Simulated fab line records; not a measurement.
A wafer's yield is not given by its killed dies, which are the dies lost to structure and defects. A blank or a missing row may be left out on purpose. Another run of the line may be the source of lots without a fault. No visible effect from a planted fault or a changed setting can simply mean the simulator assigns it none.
A struck lot beside a sound one	flow nand_harc	31 out of 1302 route steps
Sound: wafers L189.2, L189.3, L189.5. Struck: wafers L201.3, L201.4, L201.6. The cause comes at the end.
For every step that has rows: the tool of each side, followed by ch and its chambers, followed by its first start. Under that, the readings that differ: sound wafers	struck wafers	difference of the means	sigmas: that difference in standard deviations of wafers without a fault.
alike: readings with means less than 2 such deviations apart, plus words and numbers identical on both sides. not compared: withheld readings, readings lacking a value on some wafer, bounds such as >300 that could conceal the same value, and numbers that have no deviation in the record and whose values overlap.
The two part at a step that has a row with sigmas, a row that says differs or no value, or rows on one side only. Non-overlapping numbers with no deviation appear without sigmas and do not part them. A reading that every wafer of one side lacks parts them only if that side has two wafers or more.

first, 1 step without rows for these wafers: NHARC_A_CHANNEL_HOLE_D2_DEVELOP_09 (develop time 35 s).
NHARC_A_CHANNEL_HOLE_D2_CD_MEAS_10: the cd target is 100 nm.
  sound on cd_sem-01 ch 0, day 13 19:59; struck on cd_sem-01 ch 0, day 17 20:24
  alike: cd_nm
NHARC_A_CHANNEL_HOLE_D2_OVL_MEAS_11:
  struck on overlay-02, day 17 20:29; sound on overlay-01, day 13 20:04
  alike: overlay_x_nm, overlay_y_nm
NHARC_A_CHANNEL_HOLE_D2_INSPECT_12:
  struck on defect_inspect-01, day 17 20:31; sound on defect_inspect-01, day 13 20:07
  alike: raw_defect_count
then, 4 steps without rows for these wafers: NHARC_A_CHANNEL_HOLE_D2_DESCUM_15 (chemistry O2, time 3 s); NHARC_A_CHANNEL_HOLE_D2_ETCH_38 (etches the open film in CF4, target depth 39 nm, time 65 s); NHARC_A_CHANNEL_HOLE_D2_ETCH_39 (etches the open film in N2/H2, target depth 260 nm, time 325 s); NHARC_A_CHANNEL_HOLE_D2_ETCH_34 (etches the open film in CF4/CHF3, target depth 154 nm, time 77 s).
NHARC_A_CHANNEL_HOLE_D2_ETCH_16: etches the open film in O2/COS, target depth 3100 nm, time 806 s.
  sound: rie_diel-08 ch 0,2,3; struck: rie_diel-12 ch 0,2
  alike: drypump_motor_current_A, oes_product_au, rf_vpp_V, showerhead_plenum_p_Torr, throttle_valve_pct
  not compared: rf_hours_counter_h
NHARC_A_CHANNEL_HOLE_D2_CD_MEAS_18:
  struck on cd_sem-02, day 17 21:54; sound on cd_sem-01, day 13 21:17
  alike: cd_nm
then, 1 step without rows for these wafers: NHARC_A_CHANNEL_HOLE_D2_ETCH_19 (etches the open film in C4F8/O2/Ar, time 34.5 s).
NHARC_A_CHANNEL_HOLE_D2_ETCH_20: etches the open film in C4F8/O2/Ar, time 361.9 s, target depth 1600 nm.
  sound on har_etch-01 ch 0,1, day 13 21:56; struck on har_etch-02 ch 0,1, day 18 01:32
reading	sound	struck	difference	sigmas
drypump_motor_current_A (A)	5.60 5.60 5.59	5.97 5.81 5.96	+0.32	+2
  alike: showerhead_plenum_p_Torr, throttle_valve_pct
  not compared: rf_hours_counter_h
NHARC_A_CHANNEL_HOLE_D2_ETCH_21: etches the open film in C4F8/O2/Ar, time 514.3 s, target depth 1600 nm.
  sound on har_etch-01 ch 0,1, day 13 22:16; struck on har_etch-02 ch 0,1, day 18 01:53
reading	sound	struck	difference	sigmas
drypump_motor_current_A (A)	5.59 5.59 5.58	5.95 5.80 5.97	+0.32	+2
throttle_valve_pct (%)	32.130 32.155 32.148	32.155 32.178 32.161	+0.020	+2
  alike: showerhead_plenum_p_Torr
  not compared: rf_hours_counter_h
then, 4 steps without rows for these wafers: NHARC_A_CHANNEL_HOLE_D2_ETCH_22 (etches the open film in C4F8/O2/Ar, time 666.7 s, target depth 1600 nm); NHARC_A_CHANNEL_HOLE_D2_ETCH_23 (etches the open film in C4F8/O2/Ar, time 819 s, target depth 1600 nm); NHARC_A_CHANNEL_HOLE_D2_ETCH_24 (etches the open film in C4F8/O2/Ar, time 906.2 s, target depth 1500 nm); NHARC_A_CHANNEL_HOLE_D2_ETCH_25 (etches the open film in C4F8/O2/Ar, time 1040.2 s, target depth 1500 nm).
NHARC_A_CHANNEL_HOLE_D2_ETCH_26: etches the open film in C4F8/O2/Ar, time 224.1 s, target depth 300 nm.
  sound on har_etch-01 ch 0,1, day 14 01:33; struck on har_etch-02 ch 0,1, day 18 05:09
reading	sound	struck	difference	sigmas
drypump_motor_current_A (A)	5.58 5.60 5.57	5.95 5.77 5.98	+0.32	+2
  alike: showerhead_plenum_p_Torr, throttle_valve_pct
  not compared: rf_hours_counter_h
NHARC_A_CHANNEL_HOLE_D2_ETCH_27: etches the open film in C4F8/O2/Ar, time 90 s, target depth 400 nm.
  sound on har_etch-01 ch 0,1, day 14 01:44; struck on har_etch-02 ch 0,1, day 18 05:21
  alike: drypump_motor_current_A, showerhead_plenum_p_Torr, throttle_valve_pct
  not compared: rf_hours_counter_h
then, 7 steps without rows for these wafers: NHARC_A_CHANNEL_HOLE_D2_STRIP_41 (strips in N2/H2); NHARC_A_CHANNEL_HOLE_D2_STRIP_42 (strips in CF4/CHF3); NHARC_A_CHANNEL_HOLE_D2_STRIP_43 (strips in O2/COS); NHARC_A_CHANNEL_HOLE_D2_ETCH_44 (etches the open film in CF4/O2, target depth 140 nm, overetch 14 nm, time 77 s); NHARC_A_CHANNEL_HOLE_D2_STRIP_28 (strips in O2); NHARC_A_CHANNEL_HOLE_D2_PRECLEAN_29 (cleans in SC1); NHARC_A_CHANNEL_HOLE_D2_SRD_30.
NHARC_A_CHANNEL_HOLE_D2_CD_MEAS_31:
  struck on cd_sem-01, day 18 06:50; sound on cd_sem-02, day 14 03:23
  alike: cd_nm
NHARC_A_CHANNEL_HOLE_D2_XSEM_32:
  sound on xsem-01 ch 0, day 14 03:28; struck on xsem-01 ch 0, day 18 06:55
  alike: bot_cd_nm, bow_nm, tilt_deg
NHARC_A_CHANNEL_HOLE_D2_INSPECT_40:
  struck on defect_inspect-02, day 18 07:01; sound on defect_inspect-02, day 14 03:34
reading	sound	struck	difference	sigmas
raw_defect_count	290 258 187	584 509 644	+334	+3
then, 1 step without rows for these wafers: NHARC_A_CHANNEL_FILL_D2_PRECLEAN_00 (cleans in SC1).
-- the record jumps here: 11 days lie between the struck wafers' starts before and after (it left off in module A_CHANNEL_FILL_D2 and takes up again in module END, whose first step shown is number 1302 of the route) --
NHARC_END_SORT_01:
  at this point the record logs the struck wafers (prober-01 ch 0, day 29 14:19) and has no rows for the sound ones

## WHERE THEY PART
Last at NHARC_END_SORT_01 as far as this record goes, first at NHARC_A_CHANNEL_HOLE_D2_ETCH_20.

WHY: what had been put in by the simulator
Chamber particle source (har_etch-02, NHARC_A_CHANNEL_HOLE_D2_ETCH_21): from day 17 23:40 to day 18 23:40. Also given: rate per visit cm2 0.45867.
